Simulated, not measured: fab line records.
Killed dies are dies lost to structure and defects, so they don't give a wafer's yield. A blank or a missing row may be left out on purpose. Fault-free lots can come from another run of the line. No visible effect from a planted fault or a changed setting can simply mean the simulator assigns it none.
Chamber matching -- flow n5_finfet -- rie_diel-01 running N5_BEOL_M1_ETCHBACK_99: 4 sister chambers
The step etches SiO2 in CHF3, target depth 5 nm, time 10.4 s. 14 wafers are shown with their chamber, then 7 later ones without.

== EACH WAFER AND ITS CHAMBER ==
wafer,chamber,showerhead_plenum_p_Torr (Torr),throttle_valve_pct (%),rf_vpp_V (V)
L080.3,3,2.04,17.53,233
L080.4,1,2.04,17.15,250
L080.5,0,2.13,16.81,247
L083.2,0,2.13,16.86,248
L083.3,1,2.04,17.17,251
L083.4,3,2.04,17.54,234
L084.1,2,2.22,16.78,242
L084.2,1,2.04,17.13,250
L084.3,3,2.04,17.55,235
L087.3,1,2.04,17.17,250
L087.4,0,2.12,16.87,248
L087.5,2,2.22,16.80,241
L091.1,1,2.04,17.18,251
L091.3,0,2.12,16.88,248

SIGNATURES, as means of the wafers listed above
reading,chamber 0,chamber 1,chamber 2,chamber 3,scatter within a chamber
showerhead_plenum_p_Torr,2.1250,2.0400,2.2200,2.0400,0.00316
throttle_valve_pct,16.8550,17.1600,16.7900,17.5400,0.0221
rf_vpp_V,247.75,250.40,241.50,234.00,0.667
Rule: a wafer's distance from a chamber is the root of the sum, over the readings, of the square of ((its reading less the chamber's mean) divided by the reading's scatter). The wafer belongs to the nearest chamber; if the next one is less than 2 further off, it can't be placed. How the scatter is found: for the shown wafers, subtract from each reading the mean of its chamber, square and add these, divide the total by (wafers less chambers), then take the root.

== WAFERS WITH NO CHAMBER GIVEN ==
wafer,showerhead_plenum_p_Torr (Torr),throttle_valve_pct (%),rf_vpp_V (V)
L091.6,2.04,17.19,251
L092.1,2.03,17.57,234
L092.4,2.12,16.88,247
L092.6,2.03,17.59,234
L097.1,2.03,17.57,234
L097.3,2.12,16.89,248
L097.5,2.12,16.92,248

== WHICH CHAMBER EACH ONE RAN IN ==
wafer,from the rows above,in truth
L091.6,1,1
L092.1,3,3
L092.4,0,0
L092.6,3,3
L097.1,3,3
L097.3,0,0
L097.5,0,0
7 of 7 placed correctly. Left unplaced by these rows: 0. Number placed wrongly: 0.
